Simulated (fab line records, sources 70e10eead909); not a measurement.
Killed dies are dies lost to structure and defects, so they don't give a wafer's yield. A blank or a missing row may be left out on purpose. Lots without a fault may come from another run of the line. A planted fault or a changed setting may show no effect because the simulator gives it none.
Chamber matching | flow nand_harc | NHARC_P_BONDPAD_DESCUM_11 on rie_diel-11: 4 sister chambers
The step chemistry O2, time 3 s. 16 wafers are shown with their chamber, then 8 later ones without.

WAFERS WITH THEIR CHAMBER
wafer  | chamber | oes_product_au (a.u.) | o2_flow_sccm (sccm) | throttle_valve_pct (%)
L077.1 | 1       | 1.003                 | 200.3               | 11.280
L077.2 | 3       | 1.006                 | 200.2               | 11.305
L077.5 | 3       | 0.999                 | 200.7               | 11.310
L080.1 | 1       | 0.998                 | 200.3               | 11.313
L080.3 | 3       | 1.003                 | 200.8               | 11.314
L080.6 | 1       | 1.002                 | 200.3               | 11.324
L081.1 | 3       | 1.000                 | 199.6               | 11.308
L081.3 | 1       | 1.010                 | 200.8               | 11.299
L081.5 | 2       | 1.009                 | 200.2               | 11.323
L084.1 | 1       | 0.987                 | 201.1               | 11.298
L084.3 | 3       | 0.995                 | 200.0               | 11.317
L084.4 | 0       | 0.997                 | 199.7               | 11.320
L086.1 | 0       | 0.996                 | 199.2               | 11.316
L086.4 | 2       | 1.004                 | 199.6               | 11.307
L086.5 | 0       | 1.008                 | 200.4               | 11.314
L087.1 | 0       | 0.995                 | 200.7               | 11.301

SIGNATURES (means of the wafers above)
reading            | chamber 0 | chamber 1 | chamber 2 | chamber 3 | scatter within a chamber
oes_product_au     | 0.99900   | 1.00000   | 1.00650   | 1.00060   | 0.00631
o2_flow_sccm       | 200.000   | 200.560   | 199.900   | 200.260   | 0.509
throttle_valve_pct | 11.31275  | 11.30280  | 11.31500  | 11.31080  | 0.0113
Rule: a wafer's distance from a chamber is the root of the sum, over the readings, of the square of ((its reading less the chamber's mean) divided by the reading's scatter). The wafer belongs to the nearest chamber; if the next one is less than 2 further off, it can't be placed. The scatter: the root of (the sum of the squares of (reading less its chamber's mean) over the shown wafers, divided by (wafers less chambers)).

WAFERS WITHOUT THEIR CHAMBER
wafer  | oes_product_au (a.u.) | o2_flow_sccm (sccm) | throttle_valve_pct (%)
L087.2 | 0.995                 | 199.7               | 11.319
L087.3 | 1.003                 | 198.8               | 11.321
L090.1 | 0.999                 | 199.4               | 11.313
L090.4 | 1.012                 | 199.8               | 11.306
L090.5 | 1.009                 | 199.2               | 11.302
L092.3 | 0.997                 | 199.2               | 11.307
L092.5 | 0.987                 | 201.0               | 11.320
L092.6 | 0.993                 | 200.5               | 11.318

WHICH CHAMBER EACH WENT THROUGH
wafer  | from the rows above               | in truth
L087.2 | can't be placed: 0 or 3 or 2 or 1 | 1
L087.3 | can't be placed: 2 or 0 or 3 or 1 | 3
L090.1 | can't be placed: 0 or 2 or 3 or 1 | 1
L090.4 | can't be placed: 2 or 3 or 0 or 1 | 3
L090.5 | can't be placed: 2 or 0 or 3 or 1 | 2
L092.3 | can't be placed: 0 or 2 or 3 or 1 | 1
L092.5 | can't be placed: 1 or 3 or 0 or 2 | 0
L092.6 | can't be placed: 3 or 0 or 1 or 2 | 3
Placed correctly: 0 of 8. Can't be placed from these rows: 8 (the true chamber is among the candidates in 8). Placed wrongly: 0.
